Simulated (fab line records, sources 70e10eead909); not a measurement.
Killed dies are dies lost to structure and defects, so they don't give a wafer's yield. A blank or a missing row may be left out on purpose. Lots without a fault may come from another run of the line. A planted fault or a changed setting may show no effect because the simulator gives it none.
Chamber matching | flow nand_harc | NHARC_P_BONDPAD_STRIP_15 on rie_diel-04: 4 sister chambers
The step strips in O2. 25 wafers are shown with their chamber, then 12 later ones without.

WAFERS WITH THEIR CHAMBER
wafer  | chamber | drypump_motor_current_A (A) | showerhead_plenum_p_Torr (Torr) | throttle_valve_pct (%)
L651.2 | 2       | 5.3                         | 3.55                            | 17.043
L651.3 | 1       | 5.3                         | 3.76                            | 17.025
L651.6 | 0       | 5.4                         | 3.74                            | 17.038
L655.3 | 1       | 5.3                         | 3.76                            | 17.029
L655.4 | 3       | 6.5                         | 3.56                            | 17.045
L655.5 | 3       | 6.5                         | 3.56                            | 17.041
L654.3 | 1       | 5.3                         | 3.76                            | 17.034
L654.5 | 3       | 6.5                         | 3.56                            | 17.034
L654.6 | 0       | 5.3                         | 3.74                            | 17.040
L657.1 | 3       | 6.5                         | 3.56                            | 17.035
L657.5 | 1       | 5.3                         | 3.76                            | 17.032
L657.6 | 2       | 5.3                         | 3.54                            | 17.039
L658.1 | 2       | 5.3                         | 3.54                            | 17.036
L658.2 | 0       | 5.4                         | 3.73                            | 17.031
L658.6 | 1       | 5.3                         | 3.76                            | 17.041
L660.2 | 1       | 5.3                         | 3.76                            | 17.037
L660.3 | 2       | 5.3                         | 3.54                            | 17.038
L660.4 | 0       | 5.4                         | 3.73                            | 17.043
L659.2 | 0       | 5.4                         | 3.73                            | 17.052
L659.4 | 2       | 5.3                         | 3.54                            | 17.028
L659.6 | 2       | 5.3                         | 3.54                            | 17.035
L661.1 | 2       | 5.3                         | 3.54                            | 17.037
L661.5 | 0       | 5.4                         | 3.73                            | 17.045
L661.6 | 3       | 6.5                         | 3.56                            | 17.051
L664.2 | 0       | 5.4                         | 3.73                            | 17.034

SIGNATURES (means of the wafers above)
reading                  | chamber 0 | chamber 1 | chamber 2 | chamber 3 | scatter within a chamber
drypump_motor_current_A  | 5.386     | 5.300     | 5.300     | 6.500     | 0.0202
showerhead_plenum_p_Torr | 3.7329    | 3.7600    | 3.5414    | 3.5600    | 0.0033
throttle_valve_pct       | 17.04043  | 17.03300  | 17.03657  | 17.04120  | 0.00612
Rule: a wafer's distance from a chamber is the root of the sum, over the readings, of the square of ((its reading less the chamber's mean) divided by the reading's scatter). The wafer belongs to the nearest chamber; if the next one is less than 2 further off, it can't be placed. The scatter: the root of (the sum of the squares of (reading less its chamber's mean) over the shown wafers, divided by (wafers less chambers)).

WAFERS WITHOUT THEIR CHAMBER
wafer  | drypump_motor_current_A (A) | showerhead_plenum_p_Torr (Torr) | throttle_valve_pct (%)
L664.3 | 6.5                         | 3.56                            | 17.048
L662.1 | 6.5                         | 3.56                            | 17.032
L662.3 | 5.3                         | 3.75                            | 17.037
L663.2 | 5.3                         | 3.54                            | 17.021
L663.3 | 6.5                         | 3.56                            | 17.029
L663.5 | 5.3                         | 3.75                            | 17.034
L670.2 | 6.5                         | 3.56                            | 17.027
L670.3 | 5.3                         | 3.73                            | 17.032
L670.6 | 5.3                         | 3.54                            | 17.048
L673.1 | 5.3                         | 3.75                            | 17.016
L673.2 | 5.3                         | 3.73                            | 17.036
L673.3 | 5.3                         | 3.54                            | 17.027

WHICH CHAMBER EACH WENT THROUGH
wafer  | from the rows above | in truth
L664.3 | 3                   | 3
L662.1 | 3                   | 3
L662.3 | 1                   | 1
L663.2 | 2                   | 2
L663.3 | 3                   | 3
L663.5 | 1                   | 1
L670.2 | 3                   | 3
L670.3 | 0                   | 0
L670.6 | 2                   | 2
L673.1 | 1                   | 1
L673.2 | 0                   | 0
L673.3 | 2                   | 2
Placed correctly: 12 of 12. Can't be placed from these rows: 0. Placed wrongly: 0.
